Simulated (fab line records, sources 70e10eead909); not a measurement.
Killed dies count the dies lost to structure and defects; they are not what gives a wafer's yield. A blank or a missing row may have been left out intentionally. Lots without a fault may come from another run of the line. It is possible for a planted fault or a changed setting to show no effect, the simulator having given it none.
Which tool is to blame? | flow nand harc | 37 wafers from 13 lots sampled at 6 of the route's 1302 steps

== WHAT THE GAUGES SHOWED, per wafer ==
NHARC_A_ONON_D2_THK_MEAS_08: measures by ellipsometry.
lot  | measured     | on            | thk nm (nm)
L278 | day 13 11:52 | film metro-01 | 1006 1004 1007
L279 | day 13 22:37 | film metro-01 | 991 990 993
L280 | day 14 09:05 | film metro-01 | 1007 1005 1005
L281 | day 14 08:57 | film metro-01 | 993 993 991
L282 | day 14 22:25 | film metro-01 | 1002 1002 1005
L283 | day 15 05:59 | film metro-01 | 1004 1006 1005
L285 | day 15 17:34 | film metro-01 | 1002 1002 1003
L286 | day 16 07:08 | film metro-01 | 993 993 992
L287 | day 16 07:09 | film metro-02 | 992 993 992
L289 | day 17 15:59 | film metro-02 | 1019 1018 1019
L292 | day 18 07:10 | film metro-01 | 1007 1007
L295 | day 19 14:32 | film metro-01 | 1008 1007
L299 | day 21 13:44 | film metro-01 | 1005 1005 1006

NHARC_A_ONON_D2_THK_MEAS_21: measures by ellipsometry.
lot  | measured     | on            | thk nm (nm)
L278 | day 13 21:16 | film metro-01 | 997 998 997
L279 | day 14 11:32 | film metro-02 | 998 1000 999
L280 | day 14 18:25 | film metro-01 | 989 988 989
L281 | day 14 18:25 | film metro-02 | 1010 1009 1009
L282 | day 15 07:52 | film metro-02 | 1002 1003 1002
L283 | day 15 15:40 | film metro-02 | 998 998 998
L285 | day 16 03:25 | film metro-02 | 1000 1002 1003
L286 | day 16 16:13 | film metro-01 | 1001 1001 1003
L287 | day 16 16:13 | film metro-01 | 1011 1011 1011
L289 | day 18 04:29 | film metro-01 | 1005 1002 1003
L292 | day 18 16:14 | film metro-01 | 1520 1000
L295 | day 19 23:38 | film metro-01 | 1533 1013
L299 | day 21 23:16 | film metro-02 | 1016 1019 1018

NHARC_END_SORT_01.
lot  | measured     | on        | killed at array | killed at other | killed at periphery | killed dies | killed open | killed short
L292 | day 30 14:51 | prober-01 | 675 23          | 0 0             | 2 2                 | 677 25      | 3 4         | 2 0
L295 | day 32 00:10 | prober-01 | 674 83          | 0 0             | 3 5                 | 677 88      | 1 2         | 6 3

== EACH LOT AND THE TOOL THAT RAN IT (in order: tool; ch and the chambers of the sampled wafers; start) ==
lot  | NHARC_A_CHANNEL_HOLE_D1_ETCH_22  | NHARC_A_CHANNEL_FILL_D1_ALD_03                 | NHARC_A_ONON_D2_DEP_19
L278 | har etch-01 ch 0,1, day 9 02:56  | ald sin batch-03 ch 0, day 13 11:52 or earlier | pecvd onon-04 ch 0, day 13 20:46
L279 | har etch-02 ch 0, day 9 19:43    | ald sin batch-01 ch 0, day 13 22:37 or earlier | pecvd onon-02 ch 0, day 14 11:02
L280 | har etch-01 ch 0,1, day 9 22:35  | ald sin batch-01 ch 0, day 14 09:05 or earlier | pecvd onon-01 ch 0, day 14 18:05
L281 | har etch-01 ch 0,1, day 10 11:29 | ald sin batch-03 ch 0, day 14 08:57 or earlier | pecvd onon-04 ch 0, day 14 17:54
L282 | har etch-02 ch 0, day 10 14:04   | ald sin batch-02 ch 0, day 14 22:25 or earlier | pecvd onon-02 ch 0, day 15 07:25
L283 | har etch-01 ch 0,1, day 11 07:46 | ald sin batch-02 ch 0, day 15 05:59 or earlier | pecvd onon-04 ch 0, day 15 15:09
L285 | har etch-01 ch 0,1, day 11 19:23 | ald sin batch-01 ch 0, day 15 17:34 or earlier | pecvd onon-01 ch 0, day 16 02:54
L286 | har etch-02 ch 0,1, day 12 09:08 | ald sin batch-03 ch 0, day 16 07:08 or earlier | pecvd onon-01 ch 0, day 16 15:46
L287 | har etch-01 ch 0,1, day 12 12:27 | ald sin batch-01 ch 0, day 16 07:09 or earlier | pecvd onon-04 ch 0, day 16 15:49
L289 | har etch-02 ch 0, day 13 16:59   | ald sin batch-01 ch 0, day 17 15:59 or earlier | pecvd onon-02 ch 0, day 18 03:59
L292 | har etch-01 ch 0,1, day 14 13:32 | ald sin batch-01 ch 0, day 18 07:10 or earlier | pecvd onon-02 ch 0, day 18 15:50
L295 | har etch-02 ch 0, day 15 21:45   | ald sin batch-01 ch 0, day 19 14:32 or earlier | pecvd onon-02 ch 0, day 19 23:07
L299 | har etch-01 ch 1, day 17 21:38   | ald sin batch-01 ch 0, day 21 13:44 or earlier | pecvd onon-01 ch 0, day 21 22:45
- NHARC_A_CHANNEL_HOLE_D1_ETCH_22: etches the open film in C4F8/O2/Ar, time 666.7 s, target depth 1600 nm.
- NHARC_A_CHANNEL_FILL_D1_ALD_03: deposits SiNx, target thk 6 nm, pulse time 60 s, ald cycles 58.
- NHARC_A_ONON_D2_DEP_19: target thk 1000 nm.

== WHAT THE TOOLS THEMSELVES READ (means of the sampled wafers that have a number; where no wafer has one, the mark that the record gives instead) ==
NHARC_A_CHANNEL_HOLE_D1_ETCH_22.
lot  | tool        | drypump motor current A (A) | he backside leak sccm (sccm) | showerhead plenum p Torr (Torr) | throttle valve pct (%)
L278 | har etch-01 | 5.76                        | 6.1                          | 3.57                            | 32.154
L279 | har etch-02 | 5.71                        | 6.6                          | 3.60                            | 32.157
L280 | har etch-01 | 5.79                        | 7.5                          | 3.57                            | 32.165
L281 | har etch-01 | 5.77                        | 5.9                          | 3.57                            | 32.157
L282 | har etch-02 | 5.70                        | 6.5                          | 3.60                            | 32.153
L283 | har etch-01 | 5.92                        | 6.0                          | 3.53                            | 32.154
L285 | har etch-01 | 5.91                        | 5.9                          | 3.52                            | 32.155
L286 | har etch-02 | 5.79                        | 6.7                          | 3.52                            | 32.155
L287 | har etch-01 | 5.93                        | 5.9                          | 3.52                            | 32.155
L289 | har etch-02 | 5.71                        | 6.7                          | 3.57                            | 32.154
L292 | har etch-01 | 5.84                        | 6.1                          | 3.51                            | 32.162
L295 | har etch-02 | 5.67                        | 7.0                          | 3.55                            | 32.154
L299 | har etch-01 | 5.65                        | 6.6                          | 3.53                            | 32.162

NHARC_A_CHANNEL_FILL_D1_ALD_03.
lot  | tool             | precursor pulse height rel
L278 | ald sin batch-03 | 0.992
L279 | ald sin batch-01 | 0.999
L280 | ald sin batch-01 | 0.994
L281 | ald sin batch-03 | 0.995
L282 | ald sin batch-02 | 1.008
L283 | ald sin batch-02 | 1.000
L285 | ald sin batch-01 | 1.002
L286 | ald sin batch-03 | 1.001
L287 | ald sin batch-01 | 1.019
L289 | ald sin batch-01 | 0.989
L292 | ald sin batch-01 | 1.027
L295 | ald sin batch-01 | 0.984
L299 | ald sin batch-01 | 0.964

NHARC_A_ONON_D2_DEP_19.
lot  | tool          | nh3 flow sccm (sccm) | sih4 flow sccm (sccm)
L278 | pecvd onon-04 | 501.2                | 209.7
L279 | pecvd onon-02 | 500.5                | 210.0
L280 | pecvd onon-01 | 500.3                | 210.0
L281 | pecvd onon-04 | 500.5                | 210.3
L282 | pecvd onon-02 | 501.1                | 210.8
L283 | pecvd onon-04 | 501.4                | 209.8
L285 | pecvd onon-01 | 499.6                | 209.8
L286 | pecvd onon-01 | 499.8                | 209.8
L287 | pecvd onon-04 | 500.2                | 210.0
L289 | pecvd onon-02 | 500.6                | 209.7
L292 | pecvd onon-02 | 499.2                | 210.4
L295 | pecvd onon-02 | 501.3                | 209.4
L299 | pecvd onon-01 | 500.7                | 209.9

== THE ANSWER, worked out from the rows above alone ==
Rule: usual is defined by the lots themselves. The widest of any qualifying gaps counts: lots, ordered by their means at a reading, are off when they make up no more than a third of the lots, leave a main group of 4 or more, and stand apart from it by 3 or more times the standard deviation of that group's means. A main group whose means are all the same, to the digits that the tables above print for the reading, isn't used. Also off: a lot with no number at a reading for which 4 or more lots have one. Where the step has rows for the other lots, those lots are counted as sound. The gauges are gone through in route order, then the tools' own readings, and for those a lot's mean is taken as printed above. The first step at which some lot is off is used, and at that step the reading that is off furthest; a lot without a number counts as furthest.
Off: L292, L295, at NHARC_A_ONON_D2_THK_MEAS_21 (thk nm). Mean 1003 nm and standard deviation 7.4 in the main group.
If a tool, at a process step before that reading, ran all the lots that are off and no sound lot after the first of them, it fits. The gauges at NHARC_A_ONON_D2_THK_MEAS_21 are tried like those tools. NHARC_A_CHANNEL_FILL_D1_ALD_03: start missing for some lots; hours and lot order therefore follow NHARC_A_ONON_D2_THK_MEAS_08. Undecided on this evidence; 2 tools fit (pecvd onon-02 at NHARC_A_ONON_D2_DEP_19, film metro-01 at NHARC_A_ONON_D2_THK_MEAS_21).

== WHAT THE SIMULATOR PUT IN ==
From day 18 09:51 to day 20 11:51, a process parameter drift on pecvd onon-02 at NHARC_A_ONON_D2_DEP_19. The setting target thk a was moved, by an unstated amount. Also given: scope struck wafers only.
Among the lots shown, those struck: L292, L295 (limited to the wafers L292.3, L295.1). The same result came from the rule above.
